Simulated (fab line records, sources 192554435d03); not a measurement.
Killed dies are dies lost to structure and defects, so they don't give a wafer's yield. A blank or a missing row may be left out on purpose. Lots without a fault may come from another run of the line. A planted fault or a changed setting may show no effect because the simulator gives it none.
Chamber matching | flow n5_finfet | N5_BEOL_M12_VIA_ETCH_16 on rie_diel-06: 4 sister chambers
The step etches SiOC in C4F8/O2/Ar, target depth 724.8 nm. 16 wafers are shown with their chamber, then 8 later ones without.

WAFERS WITH THEIR CHAMBER
wafer  | chamber | showerhead_plenum_p_Torr (Torr) | throttle_valve_pct (%) | drypump_motor_current_A (A)
L074.1 | 0       | 3.24                            | 24.65                  | 4.9
L074.4 | 3       | 3.52                            | 24.36                  | 6.4
L074.5 | 3       | 3.52                            | 24.35                  | 6.4
L077.1 | 2       | 3.34                            | 24.22                  | 6.3
L077.2 | 1       | 3.62                            | 23.87                  | 5.9
L077.4 | 3       | 3.52                            | 24.36                  | 6.5
L078.1 | 1       | 3.62                            | 23.89                  | 5.9
L078.4 | 0       | 3.24                            | 24.65                  | 4.9
L078.6 | 1       | 3.62                            | 23.87                  | 5.9
L081.2 | 3       | 3.51                            | 24.39                  | 6.5
L081.3 | 2       | 3.34                            | 24.21                  | 6.3
L081.5 | 1       | 3.62                            | 23.88                  | 5.9
L082.3 | 2       | 3.34                            | 24.22                  | 6.2
L082.4 | 3       | 3.51                            | 24.39                  | 6.5
L082.5 | 3       | 3.51                            | 24.37                  | 6.4
L087.1 | 3       | 3.50                            | 24.40                  | 6.5

SIGNATURES (means of the wafers above)
reading                  | chamber 0 | chamber 1 | chamber 2 | chamber 3 | scatter within a chamber
showerhead_plenum_p_Torr | 3.2400    | 3.6200    | 3.3400    | 3.5129    | 0.00535
throttle_valve_pct       | 24.6500   | 23.8775   | 24.2167   | 24.3743   | 0.0145
drypump_motor_current_A  | 4.900     | 5.900     | 6.267     | 6.457     | 0.0445
Rule: a wafer's distance from a chamber is the root of the sum, over the readings, of the square of ((its reading less the chamber's mean) divided by the reading's scatter). The wafer belongs to the nearest chamber; if the next one is less than 2 further off, it can't be placed. The scatter: the root of (the sum of the squares of (reading less its chamber's mean) over the shown wafers, divided by (wafers less chambers)).

WAFERS WITHOUT THEIR CHAMBER
wafer  | showerhead_plenum_p_Torr (Torr) | throttle_valve_pct (%) | drypump_motor_current_A (A)
L087.5 | 3.50                            | 24.40                  | 6.5
L087.6 | 3.33                            | 24.24                  | 6.2
L090.2 | 3.63                            | 24.30                  | 4.9
L090.3 | 3.60                            | 23.92                  | 5.9
L090.5 | 3.50                            | 24.41                  | 6.5
L088.1 | 3.60                            | 23.92                  | 5.9
L088.3 | 3.33                            | 24.25                  | 6.2
L088.4 | 3.62                            | 24.28                  | 4.9

WHICH CHAMBER EACH WENT THROUGH
wafer  | from the rows above | in truth
L087.5 | 3                   | 3
L087.6 | 2                   | 2
L090.2 | 1                   | 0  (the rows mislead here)
L090.3 | 1                   | 1
L090.5 | 3                   | 3
L088.1 | 1                   | 1
L088.3 | 2                   | 2
L088.4 | 1                   | 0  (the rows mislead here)
Placed correctly: 6 of 8. Can't be placed from these rows: 0. Placed wrongly: 2.
